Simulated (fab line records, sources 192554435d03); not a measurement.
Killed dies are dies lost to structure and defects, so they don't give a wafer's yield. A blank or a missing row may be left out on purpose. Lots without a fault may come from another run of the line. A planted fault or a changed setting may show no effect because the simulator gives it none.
A struck lot beside a sound one | flow n5_finfet | 14 steps out of a route of 1938
Sound: wafers L669.2, L669.5, L669.6. Struck: wafer L677.5. (L677.4, L677.6 of the same lot were not struck and are left out.) The cause comes at the end.
At each step with rows: each side's tool, then ch and its chambers, then its first start. Under that, the readings that differ: sound wafers | struck wafers | difference of the means | sigmas: that difference in standard deviations of wafers without a fault.
alike: readings whose means differ by less than 2 such deviations, and words and numbers that are the same on both sides. not compared: withheld readings, readings that some wafer has no value for, bounds like >300 that may hide the same value, and numbers for which the record gives no deviation and whose values overlap.
The two part at a step that has a row with sigmas, a row that says differs or no value, or rows on one side only. Numbers that don't overlap but have no deviation are shown without sigmas and don't part them. A reading that every wafer of one side lacks parts them only if that side has two wafers or more.

N5_BEOL_M7_CURE_75: cures SiCOH lowk, time 120 s.
  sound on uv_cure-02 ch 0, day 10 13:28; struck on uv_cure-03 ch 1, day 13 07:17
  reading          | sound             | struck | difference | sigmas
  wafer_temp_C_max | 371.8 372.9 372.5 | 370.8  | -1.6       | -3
  alike: lamp_power_pct
then, 2 steps without rows for these wafers: N5_BEOL_M7_DEGAS_44 (time 60 s); N5_BEOL_M7_PRE_CLEAN_45 (time 30 s).
N5_BEOL_M7_ALD_77: deposits TaN, target thk 2 nm, pulse time 2 s, purge time 3 s.
  sound on ald_metal-03 ch 1,2,3, day 10 16:17; struck on ald_metal-04 ch 0, day 13 07:38
  alike: heater_power_w
N5_BEOL_M7_SURFACE_TREAT_79:
  sound on pvd_sputter-01, day 10 16:39; struck on pvd_sputter-01, day 13 08:01
  not compared: pressure_mtorr, throttle_valve_pct
then, 3 steps without rows for these wafers: N5_BEOL_M7_CVD_78 (deposits Co from CCTBA/H2, target thk 2 nm, time 142.3 s); N5_BEOL_M7_SPUTTER_48 (material Cu, target thk 10 nm, time 1.667 s); N5_BEOL_M7_ECD_50 (material Cu, target thk 300 nm).
N5_BEOL_M7_ANNEAL_51: time 90 s.
  sound on rtp_anneal-02 ch 0, day 10 17:21; struck on rtp_anneal-02 ch 0, day 13 08:52
  alike: anneal_temp_c_max, wafer_temp_C_max
N5_BEOL_M7_CMP_52: polishes, stops on SiCOH lowk, t overpolish 6.9 s, target thk 80 nm.
  sound on cmp-04 ch 0,2,3, day 10 17:41; struck on cmp-04 ch 0, day 13 09:06
  alike: barrier_field_endpoint_s, edge_zone_pressure_frac, motor_current_A, overpolish_run_s, time_to_endpoint_s
N5_BEOL_M7_THK_MEAS_53: measures by xrf.
  sound on film_metro-02, day 10 17:54; struck on film_metro-01, day 13 09:19
  alike: M7_THK
then, 1 step without rows for these wafers: N5_BEOL_M7_PRE_CLEAN_55 (time 15 s).
N5_BEOL_M7_DEP_56: deposits SiCN from 3MS/NH3, target thk 10 nm, time 17.5 s.
  sound on pecvd-04 ch 1,2, day 10 17:58; struck on pecvd-02 ch 2, day 13 09:24
  reading                                  | sound      | struck | difference | sigmas
  model.SiCN_of_BEOL_M7_DEP_56.thk_nm (nm) | 9.8 9.8 10 | 9.2    | -0.7       |
  alike: showerhead_plenum_p_Torr, throttle_valve_pct
N5_BEOL_M7_RS_MEAS_57: measures by four-point-probe.
  sound on film_metro-02, day 10 18:02; struck on film_metro-02, day 13 09:27
  alike: M7_RS

WHERE THEY PART
Only at N5_BEOL_M7_CURE_75, within this record. Later steps at which nothing parts them and some readings are alike: N5_BEOL_M7_ALD_77, N5_BEOL_M7_ANNEAL_51, N5_BEOL_M7_CMP_52, N5_BEOL_M7_THK_MEAS_53, N5_BEOL_M7_DEP_56, N5_BEOL_M7_RS_MEAS_57.

WHY: what the simulator had put in
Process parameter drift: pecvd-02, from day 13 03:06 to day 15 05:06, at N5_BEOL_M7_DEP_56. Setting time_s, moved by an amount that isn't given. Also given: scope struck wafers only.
